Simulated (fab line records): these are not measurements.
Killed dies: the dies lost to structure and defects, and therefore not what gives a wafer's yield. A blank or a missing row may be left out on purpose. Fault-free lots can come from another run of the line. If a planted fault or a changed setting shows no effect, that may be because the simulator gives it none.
Split-lot study / flow n5Finfet / 7 lots, 39 wafers read, on a route of 1938 steps

## ON THE SPLIT
At N5_STI_FIN_REVEAL_ETCHBACK_08 (etches SiO2 in C4F6/O2, target depth 30.5 nm, time 10.167 s), the setting timeS was moved away from the recipe's 10.167 s on 12 of the 39 wafers read, by -20.0% to +55.6%. For the rest of the wafers, this setting stayed at what the recipe calls for.

## FROM THE SPLIT TO THE READING: what the file shows between them, 3 steps
- N5_STI_FIN_REVEAL_STRIP_24: strips in N2/H2, time 90 s
- N5_STI_FIN_REVEAL_PRECLEAN_25: cleans in SPM, time 90 s
- N5_STI_FIN_REVEAL_SRD_23: time 30 s

## THE READING
trenchDepthNm, in nm, at N5_STI_FIN_REVEAL_FIN_H_MEAS_10. Fault-free wafers of this fab line usually give 51.9 nm, standard deviation 0.77 nm.

wafer=L078.1; tool, chamber at the split=rieDiel-05, 0,3,2; timeS as run, s=10.167; against the recipe=recipe; trenchDepthNm, nm=51.5; against lot-mates on the recipe=-
wafer=L078.3; tool, chamber at the split=rieDiel-05, 0,3,2; timeS as run, s=10.167; against the recipe=recipe; trenchDepthNm, nm=52.1; against lot-mates on the recipe=-
wafer=L078.5; tool, chamber at the split=rieDiel-05, 0,3,2; timeS as run, s=10.167; against the recipe=recipe; trenchDepthNm, nm=51.7; against lot-mates on the recipe=-
wafer=L081.1; tool, chamber at the split=rieDiel-06, 2,3,1,2,3,1; timeS as run, s=10.167; against the recipe=recipe; trenchDepthNm, nm=51.5; against lot-mates on the recipe=-
wafer=L081.2; tool, chamber at the split=rieDiel-06, 2,3,1,2,3,1; timeS as run, s=10.167; against the recipe=recipe; trenchDepthNm, nm=52.6; against lot-mates on the recipe=-
wafer=L081.3; tool, chamber at the split=rieDiel-06, 2,3,1,2,3,1; timeS as run, s=10.167; against the recipe=recipe; trenchDepthNm, nm=52.0; against lot-mates on the recipe=-
wafer=L081.4; tool, chamber at the split=rieDiel-06, 2,3,1,2,3,1; timeS as run, s=10.167; against the recipe=recipe; trenchDepthNm, nm=51.7; against lot-mates on the recipe=-
wafer=L081.5; tool, chamber at the split=rieDiel-06, 2,3,1,2,3,1; timeS as run, s=10.167; against the recipe=recipe; trenchDepthNm, nm=52.8; against lot-mates on the recipe=-
wafer=L081.6; tool, chamber at the split=rieDiel-06, 2,3,1,2,3,1; timeS as run, s=10.167; against the recipe=recipe; trenchDepthNm, nm=52.4; against lot-mates on the recipe=-
wafer=L082.1; tool, chamber at the split=rieDiel-05, 1,0,2; timeS as run, s=10.167; against the recipe=recipe; trenchDepthNm, nm=51.6; against lot-mates on the recipe=-
wafer=L082.2; tool, chamber at the split=rieDiel-05, 1,0,2; timeS as run, s=10.167; against the recipe=recipe; trenchDepthNm, nm=51.3; against lot-mates on the recipe=-
wafer=L082.3; tool, chamber at the split=rieDiel-05, 3,1,2; timeS as run, s=8.138; against the recipe=-20.0%; trenchDepthNm, nm=45.2; against lot-mates on the recipe=-6.1
wafer=L082.4; tool, chamber at the split=rieDiel-05, 1,0,2; timeS as run, s=10.167; against the recipe=recipe; trenchDepthNm, nm=50.9; against lot-mates on the recipe=-
wafer=L082.5; tool, chamber at the split=rieDiel-05, 3,1,2; timeS as run, s=8.138; against the recipe=-20.0%; trenchDepthNm, nm=45.6; against lot-mates on the recipe=-5.7
wafer=L082.6; tool, chamber at the split=rieDiel-05, 3,1,2; timeS as run, s=8.138; against the recipe=-20.0%; trenchDepthNm, nm=44.9; against lot-mates on the recipe=-6.4
wafer=L083.1; tool, chamber at the split=rieDiel-04, 0,3,2; timeS as run, s=10.167; against the recipe=recipe; trenchDepthNm, nm=51.8; against lot-mates on the recipe=-
wafer=L083.2; tool, chamber at the split=rieDiel-04, 1,2,3; timeS as run, s=12.61; against the recipe=+24.0%; trenchDepthNm, nm=58.8; against lot-mates on the recipe=+6.4
wafer=L083.3; tool, chamber at the split=rieDiel-04, 0,3,2; timeS as run, s=10.167; against the recipe=recipe; trenchDepthNm, nm=52.6; against lot-mates on the recipe=-
wafer=L083.4; tool, chamber at the split=rieDiel-04, 0,3,2; timeS as run, s=10.167; against the recipe=recipe; trenchDepthNm, nm=52.9; against lot-mates on the recipe=-
wafer=L083.5; tool, chamber at the split=rieDiel-04, 1,2,3; timeS as run, s=12.61; against the recipe=+24.0%; trenchDepthNm, nm=59.8; against lot-mates on the recipe=+7.4
wafer=L083.6; tool, chamber at the split=rieDiel-04, 1,2,3; timeS as run, s=12.61; against the recipe=+24.0%; trenchDepthNm, nm=60.4; against lot-mates on the recipe=+8.0
wafer=L091.1; tool, chamber at the split=rieDiel-06, 0,1,0; timeS as run, s=10.167; against the recipe=recipe; trenchDepthNm, nm=52.1; against lot-mates on the recipe=-
wafer=L091.2; tool, chamber at the split=rieDiel-06, 3,2,1; timeS as run, s=13.56; against the recipe=+33.4%; trenchDepthNm, nm=62.3; against lot-mates on the recipe=+10.1
wafer=L091.3; tool, chamber at the split=rieDiel-06, 3,2,1; timeS as run, s=13.56; against the recipe=+33.4%; trenchDepthNm, nm=60.9; against lot-mates on the recipe=+8.7
wafer=L091.4; tool, chamber at the split=rieDiel-06, 0,1,0; timeS as run, s=10.167; against the recipe=recipe; trenchDepthNm, nm=51.7; against lot-mates on the recipe=-
wafer=L091.5; tool, chamber at the split=rieDiel-06, 3,2,1; timeS as run, s=13.56; against the recipe=+33.4%; trenchDepthNm, nm=62.0; against lot-mates on the recipe=+9.8
wafer=L091.6; tool, chamber at the split=rieDiel-06, 0,1,0; timeS as run, s=10.167; against the recipe=recipe; trenchDepthNm, nm=52.8; against lot-mates on the recipe=-
wafer=L093.1; tool, chamber at the split=rieDiel-05, 2,3,0,1,1,2; timeS as run, s=10.167; against the recipe=recipe; trenchDepthNm, nm=52.0; against lot-mates on the recipe=-
wafer=L093.2; tool, chamber at the split=rieDiel-05, 2,3,0,1,1,2; timeS as run, s=10.167; against the recipe=recipe; trenchDepthNm, nm=50.9; against lot-mates on the recipe=-
wafer=L093.3; tool, chamber at the split=rieDiel-05, 2,3,0,1,1,2; timeS as run, s=10.167; against the recipe=recipe; trenchDepthNm, nm=51.2; against lot-mates on the recipe=-
wafer=L093.4; tool, chamber at the split=rieDiel-05, 2,3,0,1,1,2; timeS as run, s=10.167; against the recipe=recipe; trenchDepthNm, nm=51.7; against lot-mates on the recipe=-
wafer=L093.5; tool, chamber at the split=rieDiel-05, 2,3,0,1,1,2; timeS as run, s=10.167; against the recipe=recipe; trenchDepthNm, nm=52.1; against lot-mates on the recipe=-
wafer=L093.6; tool, chamber at the split=rieDiel-05, 2,3,0,1,1,2; timeS as run, s=10.167; against the recipe=recipe; trenchDepthNm, nm=52.1; against lot-mates on the recipe=-
wafer=L092.1; tool, chamber at the split=rieDiel-04, 0,3,1; timeS as run, s=15.82; against the recipe=+55.6%; trenchDepthNm, nm=69.7; against lot-mates on the recipe=+17.4
wafer=L092.2; tool, chamber at the split=rieDiel-04, 1,0,3; timeS as run, s=10.167; against the recipe=recipe; trenchDepthNm, nm=51.4; against lot-mates on the recipe=-
wafer=L092.3; tool, chamber at the split=rieDiel-04, 0,3,1; timeS as run, s=15.82; against the recipe=+55.6%; trenchDepthNm, nm=69.9; against lot-mates on the recipe=+17.6
wafer=L092.4; tool, chamber at the split=rieDiel-04, 1,0,3; timeS as run, s=10.167; against the recipe=recipe; trenchDepthNm, nm=52.3; against lot-mates on the recipe=-
wafer=L092.5; tool, chamber at the split=rieDiel-04, 1,0,3; timeS as run, s=10.167; against the recipe=recipe; trenchDepthNm, nm=53.1; against lot-mates on the recipe=-
wafer=L092.6; tool, chamber at the split=rieDiel-04, 0,3,1; timeS as run, s=15.82; against the recipe=+55.6%; trenchDepthNm, nm=68.8; against lot-mates on the recipe=+16.5
Where a row lists several chambers, the file gives one row for several wafers and doesn't say which wafer went through which chamber.

THE FIT
A straight line over all 39 wafers: trenchDepthNm changes by +0.314 nm for each +1% of timeS; r = +0.99; the points scatter about the line by 0.63 nm.
The same after taking each lot's own level away (the mean of its wafers on the recipe; 39 wafers): +0.303 nm for each +1%; r = +1.00; scatter 0.53 nm.
The reading moves by 17 nm for the largest change in timeS, on that fit.
From 51.27 to 52.43 nm: that is the span of the lots' own levels, equal to 1.5 times the standard deviation above.
Hence the lot-to-lot level has little effect on the slope; both slopes agree.
Check: with one of the wafers moved furthest among these (+55.6%) left out of the fit, the line predicts +16.7 nm for it against its lot-mates. Against them it came out at +17.4 nm.

## OTHER SPLITS APPLIED TO THESE WAFERS
Note: prior to the reading, these wafers also went through further splits. Each is held against what the fit with the lots' levels taken away leaves over:
other split on the same wafers=N5_ZERO_LAYER_DEVELOP_10 developTimeS; wafers away from the commonest value=9; r with trenchDepthNm (lot level and that fit taken away)=+0.07

## THE FILE'S OWN FIT
trenchDepthNm changes by +0.303 nm for each +1% of timeS, r = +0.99.
